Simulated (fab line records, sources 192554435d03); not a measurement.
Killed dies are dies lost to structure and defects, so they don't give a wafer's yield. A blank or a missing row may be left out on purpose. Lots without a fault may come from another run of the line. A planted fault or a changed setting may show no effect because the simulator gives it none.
Which tool did it? | flow n5_finfet | 11 lots, 33 wafers sampled, at 1 step of a route of 1938

WHAT THE GAUGES READ, wafer by wafer
N5_BEOL_M9_CD_MEAS_11: target cd 64.1 nm.
lot  | measured     | on        | cd_nm (nm)
L076 | day 9 21:39  | cd_sem-03 | 64.5 63.9 64.0
L077 | day 10 11:18 | cd_sem-03 | 62.8 63.3 63.3
L078 | day 10 21:05 | cd_sem-02 | 63.9 64.1 64.3
L081 | day 11 15:50 | cd_sem-03 | 63.9 64.3 64.4
L083 | day 12 15:21 | cd_sem-01 | 64.3 64.1 64.0
L085 | day 13 18:11 | cd_sem-01 | 63.5 63.5 63.4
L086 | day 13 18:32 | cd_sem-03 | 63.8 64.3 63.8
L089 | day 14 01:18 | cd_sem-03 | 63.7 63.7 63.1
L092 | day 14 10:37 | cd_sem-03 | 64.1 63.6 64.3
L094 | day 14 20:11 | cd_sem-02 | 63.7 63.7 64.1
L096 | day 15 22:43 | cd_sem-01 | 64.5 64.3 64.7

WHICH TOOL RAN EACH LOT (tool, then ch and the chambers of the sampled wafers, then the start)
The record holds no process step before these readings.

THE ANSWER, worked out from the rows above alone
Rule: what is usual is taken from the lots themselves. Put in order of their means at a reading, lots are off if they are a third of the lots or fewer, leave a main group of 4 or more, and stand apart from it by a gap of 3 or more times the standard deviation of the main group's means; of several such gaps the widest counts. A main group whose means are all the same, to the digits that the tables above print for the reading, isn't used. A lot without any number at a reading at which 4 lots or more have one is off too. The other lots that the step has rows for count as sound.
No lot is off at any reading shown: from this, nothing can be told.

WHAT THE SIMULATOR HAD PUT IN
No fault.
